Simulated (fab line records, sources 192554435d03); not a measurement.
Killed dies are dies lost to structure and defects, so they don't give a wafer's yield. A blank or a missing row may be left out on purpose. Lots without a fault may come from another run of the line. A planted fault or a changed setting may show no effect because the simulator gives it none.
A struck lot beside a sound one | flow n5_finfet | 39 steps out of a route of 1938
Sound: wafers L527.1, L527.3, L527.6. Struck: wafers L522.4, L522.5, L522.6. The cause comes at the end.
At each step with rows: each side's tool, then ch and its chambers, then its first start. Under that, the readings that differ: sound wafers | struck wafers | difference of the means | sigmas: that difference in standard deviations of wafers without a fault.
alike: readings whose means differ by less than 2 such deviations, and words and numbers that are the same on both sides. not compared: withheld readings, readings that some wafer has no value for, bounds like >300 that may hide the same value, and numbers for which the record gives no deviation and whose values overlap.
The two part at a step that has a row with sigmas, a row that says differs or no value, or rows on one side only. Numbers that don't overlap but have no deviation are shown without sigmas and don't part them. A reading that every wafer of one side lacks parts them only if that side has two wafers or more.

first, 11 steps without rows for these wafers: N5_STI_FIN_REVEAL_ALD_14 (deposits Si3N4, target thk 3 nm); N5_STI_FIN_REVEAL_FCVD_FILL_01 (material SiO2 flowable, target thk 312 nm, time 512.2 s); N5_STI_FIN_REVEAL_DENSIFY_02 (time 1800 s); N5_STI_FIN_REVEAL_CMP_04 (polishes, stops on Si3N4, t overpolish 4 s, target thk 131.83 nm); N5_STI_FIN_REVEAL_DENSIFY_30; N5_STI_FIN_REVEAL_ETCHBACK_08 (etches SiO2 in C4F6/O2, target depth 30.5 nm, time 10.167 s); N5_STI_FIN_REVEAL_STRIP_24 (strips in N2/H2, time 90 s); N5_STI_FIN_REVEAL_PRECLEAN_25 (cleans in SPM, time 90 s); N5_STI_FIN_REVEAL_PRECLEAN_26 (cleans in SC1, time 45 s); N5_STI_FIN_REVEAL_PRECLEAN_29 (cleans in DHF, time 30 s); N5_STI_FIN_REVEAL_SRD_12 (time 30 s).
N5_STI_FIN_REVEAL_RECESS_09: chemistry HF/NH3, target SiO2, afs cycles 11, target depth 42.5 nm, sublimation time 60 s.
  sound on vapor_etch-02 ch 0,1, day 8 12:28; struck on vapor_etch-01 ch 0,1, day 6 23:34
  reading    | sound             | struck            | difference | sigmas
  temp_c (C) | 30.02 29.74 29.98 | 28.12 28.01 28.01 | -1.87      | -17
  alike: drypump_motor_current_A
then, 10 steps without rows for these wafers: N5_STI_FIN_REVEAL_STRIP_16 (strips SiNx in H3PO4, target depth 23.8 nm); N5_STI_FIN_REVEAL_PRECLEAN_17 (cleans in NF3:NH3, afs cycles 1, time 20 s, sublimation time 60 s); N5_STI_FIN_REVEAL_ETCH_34 (etches Si in H2, material Si, target depth 0.97 nm); N5_STI_FIN_REVEAL_OXIDATION_31 (chemistry O2 PLASMA REMOTE, time 20 s); N5_STI_FIN_REVEAL_PRECLEAN_32 (cleans in NF3:NH3, afs cycles 1, time 20 s, sublimation time 60 s); N5_STI_FIN_REVEAL_STRIP_35 (strips Si3N4 in H3PO4, target depth 4 nm, time 39 s); N5_STI_FIN_REVEAL_SRD_21 (time 30 s); N5_STI_FIN_REVEAL_OXIDATION_33 (chemistry O2 PLASMA REMOTE, time 20 s); N5_STI_FIN_REVEAL_CLEAN_19 (cleans in O3/DIW, time 120 s); N5_STI_FIN_REVEAL_SRD_23 (time 30 s).
N5_STI_FIN_REVEAL_FIN_H_MEAS_10:
  sound on ocd-02, day 8 15:12; struck on ocd-02, day 7 01:45
  reading              | sound          | struck         | difference | sigmas
  trench_depth_nm (nm) | 51.1 50.9 52.4 | 54.9 55.6 54.6 | +3.6       | +5
then, 15 steps without rows for these wafers: N5_STI_FIN_REVEAL_PRECLEAN_18 (cleans in SC2, time 45 s); N5_STI_FIN_REVEAL_SRD_28 (time 30 s); N5_DUMMY_GATE_PRECLEAN_00 (cleans in O3/DIW, time 60 s); N5_DUMMY_GATE_SRD_01 (time 30 s); N5_DUMMY_GATE_ALD_02 (deposits SiO2, target thk 2 nm, pulse time 1 s); N5_DUMMY_GATE_CVD_03 (deposits a-Si from SiH4, target thk 150 nm, time 8042 s); N5_DUMMY_GATE_PRECLEAN_46 (cleans in DIW, time 89.5 s); N5_DUMMY_GATE_SRD_47 (dry time 32 s); N5_DUMMY_GATE_CMP_04 (polishes a-Si); N5_DUMMY_GATE_HM_DEP_06 (deposits SiNx from DCS/NH3, target thk 80 nm, time 5141 s); N5_DUMMY_GATE_PECVD_30 (deposits SiO2 from TEOS/O2, target thk 55 nm, time 10.8 s); N5_DUMMY_GATE_COAT_34 (time 60 s, resist thk 60 nm); N5_DUMMY_GATE_COAT_35 (time 60 s, resist thk 10 nm); N5_DUMMY_GATE_COAT_28 (time 60 s, resist thk 10 nm); N5_DUMMY_GATE_COAT_09 (resist thk 30 nm).
-- the record jumps here: 6 days lie between the struck wafers' starts before and after (it left off in module DUMMY_GATE and takes up again in module BEOL_M4, whose first step shown is number 1111 of the route) --
N5_BEOL_M4_RC_MEAS_101:
  sound on prober-01 ch 0, day 13 23:21; struck on prober-02 ch 0, day 12 20:25
  reading       | sound       | struck      | difference | sigmas
  ION_N (uA/um) | 661 665 685 | 704 702 707 | +34        | +3
  ION_P (uA/um) | 453 453 465 | 484 487 483 | +28        | +4
  alike: DIBL_N, DIBL_P, IOFF_N, IOFF_P, SS_N, SS_P, VT_N, VT_P

WHERE THEY PART
First at N5_STI_FIN_REVEAL_RECESS_09; last, within this record, at N5_BEOL_M4_RC_MEAS_101.

WHY: what the simulator had put in
Process parameter drift: vapor_etch-01, from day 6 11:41 on, at N5_STI_FIN_REVEAL_RECESS_09. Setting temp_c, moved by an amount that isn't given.
